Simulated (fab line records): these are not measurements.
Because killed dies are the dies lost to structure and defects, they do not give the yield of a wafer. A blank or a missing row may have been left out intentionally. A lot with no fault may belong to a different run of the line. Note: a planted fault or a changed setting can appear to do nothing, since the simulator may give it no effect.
Matching of chambers + flow n5_finfet + N5_BEOL_M5_PECVD_70 on pecvd-02 has 3 sister chambers
The step deposits SiO2 from TEOS/O2, target thk 16 nm, time 18 s. 22 wafers are shown with their chamber, then 11 later ones without.

## WAFERS, EACH WITH ITS CHAMBER
| wafer  | chamber | throttle_valve_pct (%) | showerhead_plenum_p_Torr (Torr) | heater_power_w (W) |
|--------|---------|------------------------|---------------------------------|--------------------|
| L074.3 | 0       | 21.8                   | 8.76                            | 618                |
| L074.4 | 1       | 20.5                   | 8.81                            | 687                |
| L074.5 | 1       | 20.4                   | 8.81                            | 677                |
| L077.2 | 0       | 21.8                   | 8.73                            | 582                |
| L077.3 | 1       | 20.6                   | 8.80                            | 746                |
| L077.4 | 1       | 20.5                   | 8.77                            | 756                |
| L079.4 | 0       | 21.7                   | 8.76                            | 629                |
| L079.5 | 1       | 20.8                   | 8.79                            | 762                |
| L079.6 | 2       | 21.7                   | 8.83                            | 629                |
| L078.2 | 0       | 21.9                   | 8.74                            | 587                |
| L078.4 | 0       | 21.9                   | 8.74                            | 573                |
| L078.6 | 2       | 21.6                   | 8.84                            | 652                |
| L080.2 | 1       | 20.4                   | 8.82                            | 626                |
| L080.5 | 1       | 20.8                   | 8.80                            | 610                |
| L080.6 | 2       | 21.7                   | 8.82                            | 609                |
| L085.3 | 2       | 21.8                   | 8.83                            | 599                |
| L085.4 | 0       | 22.0                   | 8.74                            | 633                |
| L085.5 | 2       | 21.7                   | 8.84                            | 599                |
| L086.2 | 0       | 21.8                   | 8.77                            | 593                |
| L086.3 | 2       | 22.0                   | 8.84                            | 646                |
| L086.5 | 0       | 21.7                   | 8.74                            | 586                |
| L087.3 | 1       | 20.8                   | 8.81                            | 665                |

SIGNATURES (averages over the wafers above)
| reading                  | chamber 0 | chamber 1 | chamber 2 | scatter within a chamber |
|--------------------------|-----------|-----------|-----------|--------------------------|
| throttle_valve_pct       | 21.825    | 20.600    | 21.750    | 0.143                    |
| showerhead_plenum_p_Torr | 8.7475    | 8.8012    | 8.8333    | 0.0133                   |
| heater_power_w           | 600.12    | 691.12    | 622.33    | 40                       |
Rule: for each reading, subtract the chamber's mean from the wafer's reading, divide by that reading's scatter and square the result; add these up over the readings and take the root, which gives the wafer's distance from the chamber. The wafer belongs to the nearest chamber; if the next one is less than 2 further off, it can't be placed. The scatter: take each reading less its chamber's mean, square it, sum over the shown wafers, divide by the number of wafers less the number of chambers, and take the root.

## WAFERS WHOSE CHAMBER IS MISSING
| wafer  | throttle_valve_pct (%) | showerhead_plenum_p_Torr (Torr) | heater_power_w (W) |
|--------|------------------------|---------------------------------|--------------------|
| L087.5 | 20.7                   | 8.78                            | 676                |
| L087.6 | 21.8                   | 8.83                            | 686                |
| L091.1 | 21.8                   | 8.82                            | 675                |
| L091.3 | 22.0                   | 8.73                            | 620                |
| L091.4 | 20.3                   | 8.80                            | 729                |
| L090.2 | 21.7                   | 8.73                            | 575                |
| L090.3 | 20.2                   | 8.80                            | 747                |
| L090.6 | 21.8                   | 8.75                            | 591                |
| L092.1 | 22.0                   | 8.84                            | 649                |
| L092.3 | 21.6                   | 8.73                            | 582                |
| L092.6 | 21.8                   | 8.84                            | 647                |

## WHICH CHAMBER EACH WENT THROUGH
| wafer  | from the rows above | in truth |
|--------|---------------------|----------|
| L087.5 | 1                   | 1        |
| L087.6 | 2                   | 2        |
| L091.1 | 2                   | 2        |
| L091.3 | 0                   | 0        |
| L091.4 | 1                   | 1        |
| L090.2 | 0                   | 0        |
| L090.3 | 1                   | 1        |
| L090.6 | 0                   | 0        |
| L092.1 | 2                   | 2        |
| L092.3 | 0                   | 0        |
| L092.6 | 2                   | 2        |
Correct placement for 11 of the 11. Not placeable from these rows: 0. 0 placed wrongly.
